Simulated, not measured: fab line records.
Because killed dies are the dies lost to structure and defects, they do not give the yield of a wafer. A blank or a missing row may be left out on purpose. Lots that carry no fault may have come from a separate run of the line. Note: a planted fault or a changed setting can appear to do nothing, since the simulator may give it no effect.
Matching of chambers	flow n5 finfet	N5_BEOL_M4_ETCH_77 on rie diel-06 has 4 sister chambers
The step etches underlayer in N2/H2, target depth 6.5 nm, time 5.2 s. 8 wafers are shown with their chamber, then 9 later ones without.

== EACH WAFER AND ITS CHAMBER ==
wafer	chamber	drypump motor current A (A)	showerhead plenum p Torr (Torr)
L074.6	2	5.4	2.46
L085.6	2	5.4	2.45
L087.5	0	6.2	2.47
L086.3	3	6.6	2.57
L086.5	1	4.8	2.41
L088.1	1	4.9	2.41
L088.2	0	6.2	2.47
L088.3	3	6.6	2.57

== WAFERS WITH NO CHAMBER GIVEN ==
wafer	drypump motor current A (A)	showerhead plenum p Torr (Torr)
L088.4	5.4	2.45
L088.5	5.4	2.45
L088.6	6.6	2.57
L091.1	4.9	2.40
L091.2	6.2	2.47
L091.3	5.4	2.44
L096.1	6.2	2.46
L096.2	5.4	2.44
L096.4	6.6	2.56

== WHICH CHAMBER EACH ONE RAN IN ==
wafer	from the rows above	in truth
L088.4	2	2
L088.5	2	2
L088.6	3	3
L091.1	1	1
L091.2	0	0
L091.3	2	2
L096.1	0	0
L096.2	2	2
L096.4	3	3
9 of 9 placed correctly. Can't be placed from these rows: 0. 0 placed wrongly.
How it was worked out, from the rows above alone: a wafer's distance from a chamber is the root of the sum, over the readings, of the square of ((its reading less the chamber's mean) divided by the reading's scatter). If the next closest chamber is less than 2 further off than the closest, the wafer can't be placed; otherwise it belongs to the closest. For every chamber, the mean is computed from those of its wafers that are shown. How the scatter is found: for the shown wafers, subtract from each reading the mean of its chamber, square and add these, divide the total by (wafers less chambers), then take the root.
